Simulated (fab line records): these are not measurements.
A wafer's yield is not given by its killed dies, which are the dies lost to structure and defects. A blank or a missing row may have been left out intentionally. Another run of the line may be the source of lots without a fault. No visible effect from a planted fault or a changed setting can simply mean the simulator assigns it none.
One fault through the eyes of 2 desks ; flow n5 finfet ; each desk holds nothing but its own numbers, with what lay behind them at the end

## METROLOGY DESK
Means of the sampled wafers that have a number, per lot and without regard to the tool the lot ran on: this is what the gauges read. If a lot's mean is further than 4 standard deviations from the usual mean, the lot is out of limits and carries the mark OUT (the distance appears in the brackets). Only the readings that lie furthest out on some lot appear, 7 of the 12 it has.
Columns: A = DIBL_N at N5_BEOL_M4_RC_MEAS_101, usual 36.3 mV/V; B = DIBL_P at N5_BEOL_M4_RC_MEAS_101, usual 36.2 mV/V; C = IOFF_N at N5_BEOL_M4_RC_MEAS_101, usual 0.16 nA/um; D = ION_N at N5_BEOL_M4_RC_MEAS_101, usual 673 uA/um; E = SS_P at N5_BEOL_M4_RC_MEAS_101, usual 73.3 mV/dec; F = VT_N at N5_BEOL_M4_RC_MEAS_101, usual 251 mV; G = VT_P at N5_BEOL_M4_RC_MEAS_101, usual -251 mV
lot;first seen here;A;B;C;D;E;F;G
L960;day 3 00:20;36.0;34.7;0.15;675;73.3;251;-250
L963;day 3 17:26;35.5;35.4;0.15;669;73.1;252;-252
L965;day 4 04:41;35.0;34.8;0.14;668;73.1;252;-248
L976;day 6 20:50;35.8;36.4;0.16;678;72.7;247;-245
L978;day 7 10:31;39.4;40.1;0.22;696;74.8;246;-249
This desk found nothing out of limits on any of the 5 lots.

## THE TOOL OWNER'S DESK: rie diel-03
The tool's own readings at N5_DUMMY_GATE_ETCH_42 (etches SiO2 in CHF3/O2, target depth 3.5 nm, time 31 s): means of the sampled wafers that have a number, for each lot that ran on this tool. If a lot's mean is further than 4 standard deviations from the usual mean, the lot is out of limits and carries the mark OUT (the distance appears in the brackets).
Columns: A = bias w at N5_DUMMY_GATE_ETCH_42, usual 12.01 W; B = drypump motor current A at N5_DUMMY_GATE_ETCH_42, usual 5.7 A; C = mfc ar sccm at N5_DUMMY_GATE_ETCH_42, usual 200.0 sccm; D = oes product au at N5_DUMMY_GATE_ETCH_42, usual 0.80 a.u.; E = rf vpp V at N5_DUMMY_GATE_ETCH_42, usual 42.3 V; F = showerhead plenum p Torr at N5_DUMMY_GATE_ETCH_42, usual 2.41 Torr; G = throttle valve pct at N5_DUMMY_GATE_ETCH_42, usual 18.70 %
lot;first seen here;A;B;C;D;E;F;G
L963;day 3 17:59;12.01;5.7;199.3;0.85;41.6;2.37;18.69
L965;day 4 05:24;11.97;5.5;199.8;0.76;41.4;2.41;18.78
L978;day 7 11:06;11.99;5.9;199.9;0.70;42.9;2.41;18.89
This desk found nothing out of limits on any of the 3 lots.

## TAKEN TOGETHER
Metrology desk: nothing out of limits seen.
The tool owner's desk saw nothing out of limits.

## WHAT THE SIMULATOR PUT IN
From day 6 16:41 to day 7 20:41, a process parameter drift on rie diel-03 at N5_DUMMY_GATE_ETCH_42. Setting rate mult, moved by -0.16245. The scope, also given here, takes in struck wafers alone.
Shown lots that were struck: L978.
